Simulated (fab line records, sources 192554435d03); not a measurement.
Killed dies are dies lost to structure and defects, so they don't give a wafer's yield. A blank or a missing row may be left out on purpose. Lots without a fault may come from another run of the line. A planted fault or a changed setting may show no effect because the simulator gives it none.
A struck lot beside a sound one | flow n5_finfet | 16 steps out of a route of 1938
Sound: wafers L748.1, L748.3, L748.5. Struck: wafer L754.5. (L754.4 of the same lot was not struck and is left out.) The cause comes at the end.
At each step with rows: each side's tool, then ch and its chambers, then its first start. Under that, the readings that differ: sound wafers | struck wafers | difference of the means | sigmas: that difference in standard deviations of wafers without a fault.
alike: readings whose means differ by less than 2 such deviations, and words and numbers that are the same on both sides. not compared: withheld readings, readings that some wafer has no value for, bounds like >300 that may hide the same value, and numbers for which the record gives no deviation and whose values overlap.
The two part at a step that has a row with sigmas, a row that says differs or no value, or rows on one side only. Numbers that don't overlap but have no deviation are shown without sigmas and don't part them. A reading that every wafer of one side lacks parts them only if that side has two wafers or more.

N5_BEOL_M2_DESCUM_16: chemistry O2, time 7 s.
  sound on rie_diel-03 ch 0,2,3, day 9 10:29; struck on rie_diel-03 ch 1, day 10 20:06
  alike: drypump_motor_current_A, oes_product_au, rf_vpp_V, showerhead_plenum_p_Torr, throttle_valve_pct
  not compared: rf_hours_counter_h
then, 1 step without rows for these wafers: N5_BEOL_M2_ETCH_74 (etches underlayer in N2/H2, target depth 6.5 nm, time 5.2 s).
N5_BEOL_M2_ETCH_63: etches SiARC in CF4, target depth 15.6 nm, time 26 s.
  sound on rie_diel-03 ch 0,2,3, day 9 10:32; struck on rie_diel-03 ch 1, day 10 20:10
  reading      | sound             | struck | difference | sigmas
  rf_vpp_V (V) | 181.3 186.2 183.1 | 187.3  | +3.8       | +3
  alike: drypump_motor_current_A, etch_rf_on_time_s, oes_product_au, showerhead_plenum_p_Torr, throttle_valve_pct
  not compared: rf_hours_counter_h
then, 3 steps without rows for these wafers: N5_BEOL_M2_ETCH_64 (etches SOC in N2/H2, target depth 75 nm, overetch 22.5 nm, time 121.9 s); N5_BEOL_M2_STRIP_65 (strips in N2/H2); N5_BEOL_M2_STRIP_75 (strips in N2/H2).
N5_BEOL_M2_STRIP_66: strips in CF4.
  sound on rie_diel-03 ch 0,2,3, day 9 10:42; struck on rie_diel-03 ch 1, day 10 20:19
  alike: drypump_motor_current_A, oes_product_au, power_w, rf_vpp_V, showerhead_plenum_p_Torr, throttle_valve_pct
  not compared: rf_hours_counter_h
N5_BEOL_M2_HM_OPEN_17: chemistry Cl2/BCl3, target TiN, target depth 20 nm, overetch 6 nm.
  sound on rie_metal-01 ch 0,1, day 9 10:44; struck on rie_metal-03 ch 1, day 10 20:23
  alike: drypump_motor_current_A, oes_product_au, throttle_valve_pct
  not compared: rf_hours_counter_h
N5_BEOL_M2_STRIP_19: strips in O2.
  sound on rie_diel-05 ch 0,2,3, day 9 10:51; struck on rie_diel-05 ch 3, day 10 20:28
  reading               | sound          | struck | difference | sigmas
  oes_product_au (a.u.) | 0.68 0.78 0.85 | 0.96   | +0.19      | +2
  rf_vpp_V (V)          | 4.4 4.5 4.4    | 3.1    | -1.3       | -3
  alike: drypump_motor_current_A, showerhead_plenum_p_Torr, throttle_valve_pct
  not compared: rf_hours_counter_h
N5_BEOL_M2_CD_MEAS_18: pitch 36 nm, target cd 18 nm.
  sound on cd_sem-01, day 9 10:55; struck on cd_sem-03, day 10 20:32
  alike: cd_nm
then, 2 steps without rows for these wafers: N5_BEOL_M2_COAT_67 (time 60 s, resist thk 60 nm); N5_BEOL_M2_COAT_68 (time 60 s, resist thk 12 nm).
N5_BEOL_M2_COAT_76: time 60 s, resist thk 5 nm.
  sound on litho_track-04 ch 0, day 9 10:58; struck on litho_track-04 ch 0, day 10 20:35
  reading                  | sound             | struck | difference | sigmas
  heater_power_total_W (W) | 391.3 389.7 391.1 | 423.0  | +32.3      | +23
  run_length_s (s)         | 66.22 66.20 66.54 | 58.70  | -7.62      | -51
  alike: exhaust_pa
then, 1 step without rows for these wafers: N5_BEOL_M2_COAT_22 (resist thk 30 nm).
-- the record jumps here: 3 days lie between the struck wafers' starts before and after (it left off in module BEOL_M2 and takes up again in module BEOL_M4, whose first step shown is number 1111 of the route) --
N5_BEOL_M4_RC_MEAS_101:
  sound on prober-02 ch 0, day 11 11:54; struck on prober-01 ch 0, day 13 20:08
  alike: DIBL_N, DIBL_P, IOFF_N, IOFF_P, ION_N, ION_P, SS_N, SS_P, VT_N, VT_P
N5_PASSIVATION_PROBE_49:
  the record has rows for the sound wafers here (prober-02, day 15 21:19) and none for the struck ones

WHERE THEY PART
First at N5_BEOL_M2_ETCH_63; last, within this record, at N5_PASSIVATION_PROBE_49.

WHY: what the simulator had put in
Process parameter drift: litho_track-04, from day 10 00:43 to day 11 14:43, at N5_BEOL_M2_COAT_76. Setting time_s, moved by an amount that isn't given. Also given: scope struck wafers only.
